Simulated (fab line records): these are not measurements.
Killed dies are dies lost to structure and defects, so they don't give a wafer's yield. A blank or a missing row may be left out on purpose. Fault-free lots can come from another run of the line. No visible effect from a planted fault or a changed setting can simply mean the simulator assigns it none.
Matching of chambers | flow n5-finfet | 3 sister chambers for N5_HKMG_FIN_STRIP_89 on rie-diel-06
The step strips SOC in N2/H2, time 20 s. 14 wafers are shown with their chamber, then 3 later ones without.

## EACH WAFER AND ITS CHAMBER
wafer  | chamber | showerhead-plenum-p-Torr (Torr) | drypump-motor-current-A (A) | oes-product-au (a.u.)
L074.2 | 0       | 3.49                            | 5.1                         | 0.76
L074.3 | 3       | 3.30                            | 4.9                         | 0.85
L074.5 | 2       | 3.28                            | 5.2                         | 0.84
L077.2 | 2       | 3.28                            | 5.2                         | 0.84
L077.5 | 2       | 3.28                            | 5.2                         | 0.84
L077.6 | 3       | 3.29                            | 4.9                         | 0.85
L079.1 | 3       | 3.29                            | 4.9                         | 0.84
L079.2 | 2       | 3.27                            | 5.2                         | 0.83
L079.5 | 0       | 3.49                            | 5.1                         | 0.75
L082.1 | 2       | 3.27                            | 5.2                         | 0.83
L082.3 | 0       | 3.48                            | 5.1                         | 0.74
L082.6 | 0       | 3.48                            | 5.0                         | 0.74
L087.1 | 2       | 3.26                            | 5.2                         | 0.82
L087.3 | 0       | 3.48                            | 5.1                         | 0.73

SIGNATURES, as means of the wafers listed above
reading                  | chamber 0 | chamber 2 | chamber 3 | scatter within a chamber
showerhead-plenum-p-Torr | 3.4840    | 3.2733    | 3.2933    | 0.00688
drypump-motor-current-A  | 5.080     | 5.200     | 4.900     | 0.027
oes-product-au           | 0.7440    | 0.8333    | 0.8467    | 0.00915
Rule: a wafer lies at a distance from a chamber equal to the root of the sum of squares, over the readings, of (its reading less the chamber's mean, divided by the reading's scatter). The wafer belongs to the nearest chamber; if the next one is less than 2 further off, it can't be placed. The scatter is the square root of a quotient: the sum, over the shown wafers, of each reading's squared deviation from its chamber's mean, divided by wafers minus chambers.

## WAFERS WITHOUT THEIR CHAMBER
wafer  | showerhead-plenum-p-Torr (Torr) | drypump-motor-current-A (A) | oes-product-au (a.u.)
L089.3 | 3.26                            | 5.2                         | 0.81
L096.1 | 3.27                            | 4.9                         | 0.79
L096.6 | 3.25                            | 5.2                         | 0.79

## EACH ONE'S CHAMBER
wafer  | from the rows above | in truth
L089.3 | 2                   | 2
L096.1 | 3                   | 3
L096.6 | 2                   | 2
Placed correctly: 3 of 3. Left unplaced by these rows: 0. 0 placed wrongly.
